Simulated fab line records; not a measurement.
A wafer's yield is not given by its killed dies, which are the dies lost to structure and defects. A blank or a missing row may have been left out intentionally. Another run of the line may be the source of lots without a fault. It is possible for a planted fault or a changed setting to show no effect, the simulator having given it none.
Which of the tools did it? | flow n5-finfet | Sampling: 12 lots, 36 wafers, 6 of 1938 route steps

WHAT THE GAUGES SHOWED, per wafer
N5_GATE_CUT_THK_MEAS_24.
lot  | measured     | on            | GC_FILL_THK (nm)
L075 | day 5 03:55  | film-metro-02 | 218.2 217.1 221.3
L078 | day 5 14:25  | film-metro-02 | 217.9 216.9 219.8
L079 | day 5 23:34  | film-metro-02 | 217.6 218.6 221.1
L081 | day 6 11:36  | film-metro-01 | 213.1 217.4 217.7
L083 | day 7 03:25  | film-metro-02 | 217.1 218.2 220.9
L085 | day 7 21:01  | film-metro-01 | 217.7 216.4 223.4
L087 | day 8 02:41  | film-metro-01 | 219.1 219.2 220.2
L089 | day 8 14:45  | film-metro-02 | 218.2 218.8 218.6
L092 | day 9 00:59  | film-metro-02 | 214.7 220.6 218.4
L093 | day 9 12:20  | film-metro-02 | 218.6 218.8 221.1
L095 | day 9 20:19  | film-metro-01 | 221.1 219.4 222.3
L097 | day 10 12:38 | film-metro-02 | 219.1 216.2 221.5

EACH LOT AND THE TOOL THAT RAN IT (in order: tool; ch and the chambers of the sampled wafers; start)
lot  | N5_SD_EPI_P_STRIP_40                | N5_SD_ACTIVATION_LSA_01           | N5_ILD0_CMP_12               | N5_HKMG_FIN_DESCUM_53             | N5_GATE_CUT_SAC_CAP_01
L075 | plasma-asher-01 ch 0,1, day 3 19:43 | laser-anneal-01 ch 0, day 3 23:43 | cmp-03 ch 0,1,2, day 4 06:11 | rie-diel-06 ch 1,2,3, day 4 13:03 | ald-sin-04 ch 1,2, day 4 22:13
L078 | plasma-asher-02 ch 0,1, day 4 07:33 | laser-anneal-01 ch 0, day 4 10:44 | cmp-03 ch 0,1,2, day 4 17:21 | rie-diel-01 ch 1,3, day 5 00:18   | ald-sin-04 ch 0,1,2, day 5 08:36
L079 | plasma-asher-02 ch 0,1, day 4 16:27 | laser-anneal-02 ch 0, day 4 19:37 | cmp-01 ch 1,2,3, day 5 02:19 | rie-diel-03 ch 0,2, day 5 08:54   | ald-sin-01 ch 0,1, day 5 17:45
L081 | plasma-asher-02 ch 0, day 5 05:03   | laser-anneal-02 ch 0, day 5 08:12 | cmp-03 ch 1,3, day 5 14:40   | rie-diel-03 ch 2,3, day 5 21:28   | ald-sin-02 ch 2,3, day 6 05:55
L083 | plasma-asher-01 ch 0,1, day 5 17:53 | laser-anneal-02 ch 0, day 5 21:53 | cmp-03 ch 0,1,2, day 6 05:28 | rie-diel-01 ch 0,1,2, day 6 11:53 | ald-sin-01 ch 0,1,2, day 6 20:17
L085 | plasma-asher-02 ch 0,1, day 6 10:47 | laser-anneal-02 ch 0, day 6 15:51 | cmp-01 ch 0,1, day 6 22:41   | rie-diel-06 ch 1,2,3, day 7 05:53 | ald-sin-01 ch 0,2,3, day 7 14:41
L087 | plasma-asher-01 ch 0,1, day 6 17:44 | laser-anneal-02 ch 0, day 6 21:42 | cmp-03 ch 1,3, day 7 04:58   | rie-diel-03 ch 0,2, day 7 12:10   | ald-sin-02 ch 0,2,3, day 7 20:33
L089 | plasma-asher-01 ch 0,1, day 7 05:31 | laser-anneal-02 ch 0, day 7 09:43 | cmp-01 ch 2,3, day 7 16:13   | rie-diel-03 ch 1,3, day 7 22:28   | ald-sin-01 ch 0,3, day 8 08:07
L092 | plasma-asher-02 ch 0,1, day 7 17:02 | laser-anneal-02 ch 0, day 7 21:00 | cmp-01 ch 0,2,3, day 8 03:42 | rie-diel-06 ch 0,1,2, day 8 10:07 | ald-sin-04 ch 1,2,3, day 8 18:32
L093 | plasma-asher-01 ch 0,1, day 8 03:59 | laser-anneal-02 ch 0, day 8 09:10 | cmp-03 ch 1,3, day 8 15:58   | rie-diel-01 ch 0,1,3, day 8 22:17 | ald-sin-02 ch 0,3, day 9 06:40
L095 | plasma-asher-01 ch 0,1, day 8 13:22 | laser-anneal-02 ch 0, day 8 16:33 | cmp-04 ch 0,1,3, day 8 23:10 | rie-diel-01 ch 0,1,2, day 9 05:46 | ald-sin-04 ch 1,2,3, day 9 14:38
L097 | plasma-asher-02 ch 0,1, day 9 04:16 | laser-anneal-02 ch 0, day 9 08:11 | cmp-01 ch 0,1,2, day 9 14:45 | rie-diel-01 ch 0,1,3, day 9 21:01 | ald-sin-04 ch 0,1,2, day 10 06:30
- N5_SD_EPI_P_STRIP_40: strips in N2/H2.
- N5_SD_ACTIVATION_LSA_01: time 0.0008 s.
- N5_ILD0_CMP_12: polishes SiNx, stops on poly-Si, t overpolish 6 s, target thk 17.67 nm.
- N5_HKMG_FIN_DESCUM_53: chemistry O2, time 7.9 s.
- N5_GATE_CUT_SAC_CAP_01: material SiNx, target thk 24 nm, pulse time 1 s, ald cycles 480.

THE ANSWER, worked out from the rows above alone
Rule: what is usual is taken from the lots themselves. The widest of any qualifying gaps counts: lots, ordered by their means at a reading, are off when they make up no more than a third of the lots, leave a main group of 4 or more, and stand apart from it by 3 or more times the standard deviation of that group's means. Not used: any main group whose means are identical at the precision the tables above print for the reading. Also off: a lot with no number at a reading for which 4 or more lots have one. All remaining lots with rows at the step are treated as sound.
Across all readings shown, no lot is off: no conclusion can be drawn from this.

WHAT HAD BEEN PUT IN BY THE SIMULATOR
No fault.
